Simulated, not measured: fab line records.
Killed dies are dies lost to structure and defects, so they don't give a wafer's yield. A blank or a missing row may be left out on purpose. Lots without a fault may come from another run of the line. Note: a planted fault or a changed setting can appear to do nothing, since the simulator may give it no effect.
The tool behind it: which one? | flow n5-finfet | 28 wafers from 10 lots sampled at 5 of the route's 1938 steps

## WHAT EACH GAUGE READ, for each wafer
N5_BEOL_M0_SAQP_INSPECT_16: inspects for defects (brightfield). Usual: raw-defect-count at 496, with a standard deviation of 130.
lot  | measured     | on                | raw-defect-count | flag
L760 | day 5 21:50  | defect-inspect-02 | 346 321 320      |
L762 | day 6 04:16  | defect-inspect-02 | 637 371          |
L763 | day 6 09:47  | defect-inspect-01 | 544 551          |
L766 | day 7 05:55  | defect-inspect-01 | 492 691 632      |
L772 | day 8 17:15  | defect-inspect-02 | 385 473 461      |
L773 | day 9 01:25  | defect-inspect-01 | 404 436 387      |
L777 | day 9 22:26  | defect-inspect-02 | 645 677 392      |
L779 | day 10 11:29 | defect-inspect-01 | 405 476 312      |
L781 | day 11 04:13 | defect-inspect-02 | 656 457 575      |
L782 | day 11 09:57 | defect-inspect-01 | 316 517 465      |

N5_BEOL_M4_RC_MEAS_101. Usual: DIBL_N 36.5 mV/V, standard deviation 1.9; DIBL_P 36.4 mV/V, standard deviation 2.2; IOFF_N 0.17 nA/um, standard deviation 0.034; IOFF_P 0.21 nA/um, standard deviation 0.036; ION_N 678 uA/um, standard deviation 12; ION_P 462 uA/um, standard deviation 7.1; SS_N 71.7 mV/dec, standard deviation 0.61; SS_P 73.4 mV/dec, standard deviation 0.71; VT_N 249 mV, standard deviation 3.5; VT_P -251 mV, standard deviation 3.
lot  | measured     | on        | DIBL_N (mV/V)  | DIBL_P (mV/V)  | IOFF_N (nA/um) | IOFF_P (nA/um) | ION_N (uA/um) | ION_P (uA/um) | SS_N (mV/dec)  | SS_P (mV/dec)  | VT_N (mV)   | VT_P (mV)      | flag
L760 | day 8 17:21  | prober-02 | 37.6 40.3 36.1 | 37.9 40.5 35.1 | 0.16 0.23 0.15 | 0.23 0.27 0.18 | 671 691 666   | 455 471 453   | 71.6 71.8 70.9 | 73.9 75.4 73.0 | 248 243 251 | -250 -247 -253 |
L762 | day 9 16:39  | prober-01 | 32.0 36.2      | 31.3 37.0      | 0.11 0.19      | 0.16 0.25      | 660 694       | 462 475       | 70.6 71.7      | 72.4 73.5      | 256 246     | -253 -248      |
L763 | day 9 01:02  | prober-01 | 34.2 34.4      | 34.7 34.6      | 0.15 0.15      | 0.20 0.20      | 675 676       | 464 471       | 70.5 70.9      | 72.9 73.6      | 249 250     | -249 -248      |
L766 | day 10 22:04 | prober-02 | 34.9 35.3 34.3 | 34.9 33.9 33.7 | 0.15 0.15 0.14 | 0.20 0.19 0.19 | 681 666 667   | 470 458 469   | 71.3 71.8 71.0 | 73.2 72.7 72.7 | 247 249 250 | -250 -248 -253 |
L772 | day 13 01:29 | prober-01 | 37.5 38.6 37.2 | 36.2 39.0 37.2 | 0.16 0.19 0.16 | 0.18 0.22 0.19 | 668 682 672   | 446 451 452   | 72.7 71.7 72.5 | 73.4 73.4 73.2 | 253 247 254 | -259 -252 -253 |
L773 | day 12 18:41 | prober-02 | 39.9 35.5 37.2 | 40.4 34.8 36.8 | 0.25 0.16 0.18 | 0.28 0.19 0.23 | 707 663 674   | 470 453 462   | 72.9 71.0 72.1 | 75.2 73.6 74.4 | 245 251 249 | -248 -251 -249 |
L777 | day 13 19:34 | prober-01 | 33.3 33.8 35.5 | 34.4 34.5 36.3 | 0.14 0.12 0.16 | 0.16 0.16 0.19 | 686 662 674   | 462 455 456   | 72.0 71.7 71.9 | 72.5 73.3 73.9 | 250 254 250 | -254 -253 -253 |
L779 | day 14 06:35 | prober-01 | 38.7 36.4 35.9 | 38.4 35.0 34.8 | 0.20 0.16 0.14 | 0.27 0.21 0.20 | 687 684 678   | 466 465 468   | 72.4 71.9 71.1 | 74.0 73.6 73.4 | 247 249 252 | -246 -250 -253 |
L781 | day 14 21:52 | prober-01 | 33.3 37.5 36.8 | 33.5 38.2 36.7 | 0.13 0.19 0.18 | 0.15 0.21 0.20 | 663 677 680   | 460 459 460   | 71.1 72.0 71.3 | 72.2 73.9 73.4 | 250 248 244 | -253 -250 -252 |
L782 | day 15 11:43 | prober-01 | 36.4 34.1 34.1 | 35.3 32.6 32.6 | 0.16 0.13 0.13 | 0.21 0.17 0.18 | 669 673 676   | 459 464 466   | 71.8 71.4 71.1 | 73.7 72.4 73.0 | 250 253 251 | -250 -253 -252 |

## WHICH TOOL RAN EACH LOT (tool, then ch and the chambers of the sampled wafers, then the start)
lot  | N5_MOL_CONTACT_COAG_ETCHBACK_134   | N5_BEOL_M0_SAQP_ETCH_107           | N5_BEOL_M0_SAQP_RECESS_109
L760 | rie-diel-04 ch 0,3, day 5 14:17    | rie-diel-05 ch 0,1,3, day 6 00:11  | vapor-etch-01 ch 0,1, day 6 00:35
L762 | rie-diel-03 ch 0,3, day 5 22:11    | rie-diel-05 ch 0,1, day 6 07:13    | vapor-etch-01 ch 0,1, day 6 07:19
L763 | rie-diel-01 ch 0,1, day 6 04:17    | rie-diel-05 ch 1,3, day 6 12:18    | vapor-etch-02 ch 1, day 6 12:26
L766 | rie-diel-03 ch 0,2,3, day 6 22:51  | rie-diel-02 ch 0,2, day 7 08:24    | vapor-etch-01 ch 0,1, day 7 08:30
L772 | rie-diel-03 ch 0,1, day 8 09:58    | rie-diel-05 ch 0,1,3, day 8 20:19  | vapor-etch-01 ch 0,1, day 8 20:25
L773 | rie-diel-03 ch 2,3, day 8 19:47    | rie-diel-05 ch 0,1,2, day 9 03:51  | vapor-etch-02 ch 0,1, day 9 03:57
L777 | rie-diel-03 ch 0,1, day 9 16:44    | rie-diel-06 ch 2,3, day 10 01:06   | vapor-etch-02 ch 0,1, day 10 01:14
L779 | rie-diel-04 ch 0,2,3, day 10 02:51 | rie-diel-06 ch 0,1,2, day 10 13:51 | vapor-etch-01 ch 0,1, day 10 13:57
L781 | rie-diel-04 ch 0,2,3, day 10 22:45 | rie-diel-02 ch 0,1,3, day 11 06:51 | vapor-etch-01 ch 0,1, day 11 06:58
L782 | rie-diel-03 ch 0,3, day 11 00:23   | rie-diel-06 ch 0,1,3, day 11 12:58 | vapor-etch-01 ch 0,1, day 11 13:04
- N5_MOL_CONTACT_COAG_ETCHBACK_134: etches SiO2 in CHF3, target depth 10 nm, time 6.7 s.
- N5_BEOL_M0_SAQP_ETCH_107: etches SiNx in CH3F/O2, target depth 30 nm.
- N5_BEOL_M0_SAQP_RECESS_109: chemistry HF/NH3, target SiO2, target depth 3 nm, afs cycles 1, sublimation time 60 s.

## WHAT THE TOOLS THEMSELVES READ (means of the sampled wafers that have a number; where no wafer has one, the mark that the record gives instead)
N5_MOL_CONTACT_COAG_ETCHBACK_134. Usual: drypump-motor-current-A 5.5 A, standard deviation 0.36; oes_f_703_au 0.82 a.u., standard deviation 0.089; oes-product-au 0.82 a.u., standard deviation 0.091; rf-vpp-V 521 V, standard deviation 10; showerhead-plenum-p-Torr 2.39 Torr, standard deviation 0.095; throttle-valve-pct 18.67 %, standard deviation 0.2.
lot  | tool        | drypump-motor-current-A (A) | oes_f_703_au (a.u.) | oes-product-au (a.u.) | rf-vpp-V (V) | showerhead-plenum-p-Torr (Torr) | throttle-valve-pct (%) | flag
L760 | rie-diel-04 | 5.3                         | 0.70                | 0.69                  | 516          | 2.32                            | 19.08                  |
L762 | rie-diel-03 | 5.4                         | 0.79                | 0.79                  | 528          | 2.40                            | 18.57                  |
L763 | rie-diel-01 | 5.3                         | 0.69                | 0.68                  | 527          | 2.40                            | 18.93                  |
L766 | rie-diel-03 | 5.5                         | 0.78                | 0.78                  | 523          | 2.36                            | 18.66                  |
L772 | rie-diel-03 | 5.3                         | 0.86                | 0.85                  | 529          | 2.46                            | 18.50                  |
L773 | rie-diel-03 | 5.6                         | 0.77                | 0.77                  | 514          | 2.36                            | 18.72                  |
L777 | rie-diel-03 | 5.3                         | 0.85                | 0.84                  | 530          | 2.45                            | 18.51                  |
L779 | rie-diel-04 | 5.5                         | 0.88                | 0.89                  | 519          | 2.42                            | 18.62                  |
L781 | rie-diel-04 | 5.5                         | 0.87                | 0.87                  | 520          | 2.42                            | 18.64                  |
L782 | rie-diel-03 | 5.4                         | 0.75                | 0.75                  | 532          | 2.35                            | 18.66                  |

N5_BEOL_M0_SAQP_ETCH_107. Usual: drypump-motor-current-A 5.6 A, standard deviation 0.45; oes_f_703_au 0.76 a.u., standard deviation 0.066; oes-product-au 0.76 a.u., standard deviation 0.07; rf-vpp-V 298 V, standard deviation 5.4; showerhead-plenum-p-Torr 2.01 Torr, standard deviation 0.054; throttle-valve-pct 16.39 %, standard deviation 0.22.
lot  | tool        | drypump-motor-current-A (A) | oes_f_703_au (a.u.) | oes-product-au (a.u.) | rf-vpp-V (V) | showerhead-plenum-p-Torr (Torr) | throttle-valve-pct (%) | flag
L760 | rie-diel-05 | 5.3                         | 0.78                | 0.76                  | 295          | 2.00                            | 16.34                  |
L762 | rie-diel-05 | 5.4                         | 0.81                | 0.80                  | 294          | 2.01                            | 16.19                  |
L763 | rie-diel-05 | 5.3                         | 0.73                | 0.71                  | 299          | 2.02                            | 16.50                  |
L766 | rie-diel-02 | 5.7                         | 0.78                | 0.74                  | 298          | 2.02                            | 16.43                  |
L772 | rie-diel-05 | 5.3                         | 0.76                | 0.84                  | 295          | 2.00                            | 16.40                  |
L773 | rie-diel-05 | 5.7                         | 0.81                | 0.91                  | 298          | 2.01                            | 16.17                  |
L777 | rie-diel-06 | 5.6                         | 0.75                | 0.73                  | 297          | 2.08                            | 16.48                  |
L779 | rie-diel-06 | 5.8                         | 0.74                | 0.73                  | 301          | 2.00                            | 16.51                  |
L781 | rie-diel-02 | 5.5                         | 0.81                | 0.81                  | 295          | 1.99                            | 16.41                  |
L782 | rie-diel-06 | 5.8                         | 0.71                | 0.71                  | 301          | 1.98                            | 16.54                  |

N5_BEOL_M0_SAQP_RECESS_109. Usual: drypump-motor-current-A at 5.9 A, with a standard deviation of 0.3.
lot  | tool          | drypump-motor-current-A (A) | flag
L760 | vapor-etch-01 | 6.0                         |
L762 | vapor-etch-01 | 6.0                         |
L763 | vapor-etch-02 | 5.9                         |
L766 | vapor-etch-01 | 5.9                         |
L772 | vapor-etch-01 | 6.0                         |
L773 | vapor-etch-02 | 5.7                         |
L777 | vapor-etch-02 | 5.7                         |
L779 | vapor-etch-01 | 6.0                         |
L781 | vapor-etch-01 | 6.0                         |
L782 | vapor-etch-01 | 6.0                         |

## THE ANSWER, worked out from the rows above alone
Rule: a lot is off if the mean of its wafers that have a number lies more than 3 standard deviations from the usual mean. Also off: a lot with no number at a reading for which 4 or more lots have one. Any other lot the step has rows for is counted as sound. After the gauges, taken in route order, come the tools' own readings; for these a lot's mean is taken, as printed above. The first step at which some lot is off is used, and at that step the reading that is off furthest; a lot without a number counts as furthest.
Nothing can be told from this: no lot is off at any reading shown.

## WHAT WAS PUT IN BY THE SIMULATOR
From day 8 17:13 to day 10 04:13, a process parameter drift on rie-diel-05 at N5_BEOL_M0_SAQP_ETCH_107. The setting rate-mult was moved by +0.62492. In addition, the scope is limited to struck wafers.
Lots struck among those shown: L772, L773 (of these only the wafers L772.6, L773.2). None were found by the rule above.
